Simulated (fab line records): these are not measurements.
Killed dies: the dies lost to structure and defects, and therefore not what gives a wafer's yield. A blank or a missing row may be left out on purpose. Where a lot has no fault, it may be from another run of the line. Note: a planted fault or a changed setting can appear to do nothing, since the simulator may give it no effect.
Matching of chambers -- flow nand harc -- NHARC_A_CONTACT_ETCH_48 on rie diel-04 has 4 sister chambers
The step etches the open film in CF4, target depth 39 nm, time 65 s. 8 wafers are shown with their chamber, then 9 later ones without.

== EACH WAFER AND ITS CHAMBER ==
wafer,chamber,drypump motor current A (A),showerhead plenum p Torr (Torr)
L083.3,2,6.4,1.77
L087.1,3,5.1,1.87
L085.1,0,6.4,1.69
L085.2,1,5.4,1.78
L085.6,1,5.4,1.78
L093.1,2,6.4,1.77
L093.2,3,5.1,1.87
L093.6,0,6.5,1.68

== WAFERS WITH NO CHAMBER GIVEN ==
wafer,drypump motor current A (A),showerhead plenum p Torr (Torr)
L092.1,5.4,1.78
L092.2,6.4,1.77
L092.6,5.4,1.78
L094.1,5.1,1.87
L094.3,5.4,1.77
L094.6,6.4,1.77
L086.1,5.4,1.77
L086.3,6.4,1.68
L086.5,6.4,1.68

== EACH ONE'S CHAMBER ==
wafer,from the rows above,in truth
L092.1,1,1
L092.2,2,2
L092.6,1,1
L094.1,3,3
L094.3,1,1
L094.6,2,2
L086.1,1,1
L086.3,0,0
L086.5,0,0
Correct placement for 9 of the 9. Not placeable from these rows: 0. Number placed wrongly: 0.
How it was worked out, from the rows above alone: a wafer's distance from a chamber is the root of the sum, over the readings, of the square of ((its reading less the chamber's mean) divided by the reading's scatter). If the next closest chamber is less than 2 further off than the closest, the wafer can't be placed; otherwise it belongs to the closest. The mean given for a chamber averages the wafers shown for that chamber. The scatter: take each reading less its chamber's mean, square it, sum over the shown wafers, divide by the number of wafers less the number of chambers, and take the root.
